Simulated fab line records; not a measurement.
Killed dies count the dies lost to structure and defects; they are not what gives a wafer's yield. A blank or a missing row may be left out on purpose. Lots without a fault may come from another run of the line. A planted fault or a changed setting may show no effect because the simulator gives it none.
Which of the tools did it? + flow nand_harc + Sampling: 11 lots, 33 wafers, 5 of 1302 route steps

## WHAT THE GAUGES SHOWED, per wafer
NHARC_END_SORT_01.
| lot  | measured     | on        | killed_at_array |
|------|--------------|-----------|-----------------|
| L263 | day 30 08:07 | prober-02 | 673 672 673     |
| L264 | day 30 08:06 | prober-01 | 668 671 674     |

## TOOL THAT RAN EACH LOT (tool first, then ch and the chambers of the sampled wafers, then the start)
| lot  | NHARC_A_CONTACT_ETCH_75            | NHARC_A_CONTACT_ETCH_124             | NHARC_A_CONTACT_ETCH_126             | NHARC_A_CONTACT_ETCH_97            |
|------|------------------------------------|--------------------------------------|--------------------------------------|------------------------------------|
| L250 | rie_diel-04 ch 0,3, day 22 15:53   | har_cap_etch-02 ch 0,1, day 22 17:21 | har_cap_etch-02 ch 0,1, day 22 17:44 | rie_diel-04 ch 1,2,3, day 22 19:53 |
| L251 | rie_diel-07 ch 0,1,3, day 23 04:23 | har_cap_etch-01 ch 0,1, day 23 05:56 | har_cap_etch-01 ch 0,1, day 23 06:19 | rie_diel-01 ch 0,3, day 23 08:41   |
| L257 | rie_diel-04 ch 0,1,2, day 24 10:42 | har_cap_etch-01 ch 0,1, day 24 12:10 | har_cap_etch-01 ch 0,1, day 24 12:32 | rie_diel-04 ch 0,1,2, day 24 14:43 |
| L258 | rie_diel-04 ch 0,1,3, day 25 14:40 | har_cap_etch-02 ch 0,1, day 25 16:14 | har_cap_etch-02 ch 0,1, day 25 16:44 | rie_diel-01 ch 0,1,2, day 25 19:38 |
| L261 | rie_diel-01 ch 0,2, day 26 04:50   | har_cap_etch-03 ch 0,1, day 26 06:48 | har_cap_etch-03 ch 0,1, day 26 07:10 | rie_diel-04 ch 0,1,3, day 26 09:17 |
| L263 | rie_diel-01 ch 0,1,3, day 27 20:58 | har_cap_etch-03 ch 0,1, day 27 22:27 | har_cap_etch-03 ch 0,1, day 27 22:49 | rie_diel-01 ch 0,2, day 28 00:58   |
| L264 | rie_diel-04 ch 0,1,2, day 27 21:55 | har_cap_etch-01 ch 0,1, day 27 23:22 | har_cap_etch-01 ch 0,1, day 27 23:44 | rie_diel-01 ch 0,2,3, day 28 01:53 |
| L266 | rie_diel-01 ch 0,1,2, day 29 00:28 | har_cap_etch-02 ch 0,1, day 29 02:00 | har_cap_etch-02 ch 0,1, day 29 02:30 | rie_diel-01 ch 0,2,3, day 29 05:08 |
| L271 | rie_diel-01 ch 1,2,3, day 30 21:56 | har_cap_etch-03 ch 0,1, day 30 23:23 | har_cap_etch-03 ch 0,1, day 30 23:53 | rie_diel-01 ch 0,2,3, day 31 02:17 |
| L270 | rie_diel-07 ch 0,1,3, day 31 18:21 | har_cap_etch-01 ch 0,1, day 31 19:49 | har_cap_etch-01 ch 0,1, day 31 20:12 | rie_diel-07 ch 0,3, day 31 22:29   |
| L272 | rie_diel-01 ch 1,2, day 32 08:07   | har_cap_etch-02 ch 0,1, day 32 09:34 | har_cap_etch-02 ch 0,1, day 32 09:56 | rie_diel-01 ch 0,1,2, day 32 12:06 |
- NHARC_A_CONTACT_ETCH_75: etches the open film in CF4, target depth 39 nm, time 65 s.
- NHARC_A_CONTACT_ETCH_124: etches the open film in C4F8/O2/Ar, time 140 s, target depth 700 nm.
- NHARC_A_CONTACT_ETCH_126: etches the open film in C4F8/O2/Ar, time 197 s, target depth 1918 nm.
- NHARC_A_CONTACT_ETCH_97: etches the open film in C4F6/O2, target depth 20 nm, time 10 s.

## THE ANSWER, worked out from the rows above alone
Rule: the usual values come from the lots themselves. The widest of any qualifying gaps counts: lots, ordered by their means at a reading, are off when they make up no more than a third of the lots, leave a main group of 4 or more, and stand apart from it by 3 or more times the standard deviation of that group's means. Not used: any main group whose means are identical at the precision the tables above print for the reading. Also off: a lot with no number at a reading for which 4 or more lots have one. Any other lot the step has rows for is counted as sound.
No lot is off at any reading shown: from this, nothing can be told.

## WHAT THE SIMULATOR PUT IN
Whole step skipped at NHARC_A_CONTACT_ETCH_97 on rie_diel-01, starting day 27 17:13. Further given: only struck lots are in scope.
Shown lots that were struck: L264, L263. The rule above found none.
